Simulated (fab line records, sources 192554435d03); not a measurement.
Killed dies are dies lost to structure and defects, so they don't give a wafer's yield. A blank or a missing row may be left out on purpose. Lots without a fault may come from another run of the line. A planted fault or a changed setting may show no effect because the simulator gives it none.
Chamber matching | flow n5_finfet | N5_BEOL_M8_CMP_52 on cmp-02: 4 sister chambers
The step polishes, stops on SiCOH lowk, t overpolish 6.9 s, target thk 80 nm. 8 wafers are shown with their chamber, then 8 later ones without.

WAFERS WITH THEIR CHAMBER
wafer  | chamber | motor_current_A (A) | clearing_platen_down_force_psi (psi)
L076.2 | 3       | 5.6                 | 1.4965
L084.3 | 2       | 6.2                 | 1.5021
L086.3 | 3       | 5.2                 | 1.4967
L086.5 | 0       | 6.0                 | 1.4968
L091.2 | 2       | 6.2                 | 1.5000
L091.3 | 1       | 6.2                 | 1.5017
L091.6 | 0       | 6.0                 | 1.5054
L090.3 | 1       | 5.9                 | 1.4992

WAFERS WITHOUT THEIR CHAMBER
wafer  | motor_current_A (A) | clearing_platen_down_force_psi (psi)
L090.4 | 5.6                 | 1.4974
L090.5 | 5.3                 | 1.5018
L092.1 | 6.2                 | 1.4984
L092.2 | 6.0                 | 1.5001
L092.5 | 6.4                 | 1.4993
L096.2 | 6.2                 | 1.4947
L096.5 | 5.8                 | 1.5002
L096.6 | 6.2                 | 1.4946

WHICH CHAMBER EACH WENT THROUGH
wafer  | from the rows above               | in truth
L090.4 | can't be placed: 3 or 0 or 1      | 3
L090.5 | 3                                 | 3
L092.1 | can't be placed: 2 or 1 or 0      | 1
L092.2 | can't be placed: 1 or 0 or 2      | 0
L092.5 | can't be placed: 2 or 1 or 0      | 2
L096.2 | can't be placed: 2 or 1 or 0      | 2
L096.5 | can't be placed: 0 or 1 or 2 or 3 | 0
L096.6 | can't be placed: 2 or 1 or 0      | 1
Placed correctly: 1 of 8. Can't be placed from these rows: 7 (the true chamber is among the candidates in 7). Placed wrongly: 0.
How it was worked out, from the rows above alone: a wafer's distance from a chamber is the root of the sum, over the readings, of the square of ((its reading less the chamber's mean) divided by the reading's scatter). The wafer belongs to the nearest chamber; if the next one is less than 2 further off, it can't be placed. A chamber's mean is the mean of its shown wafers. The scatter: the root of (the sum of the squares of (reading less its chamber's mean) over the shown wafers, divided by (wafers less chambers)).
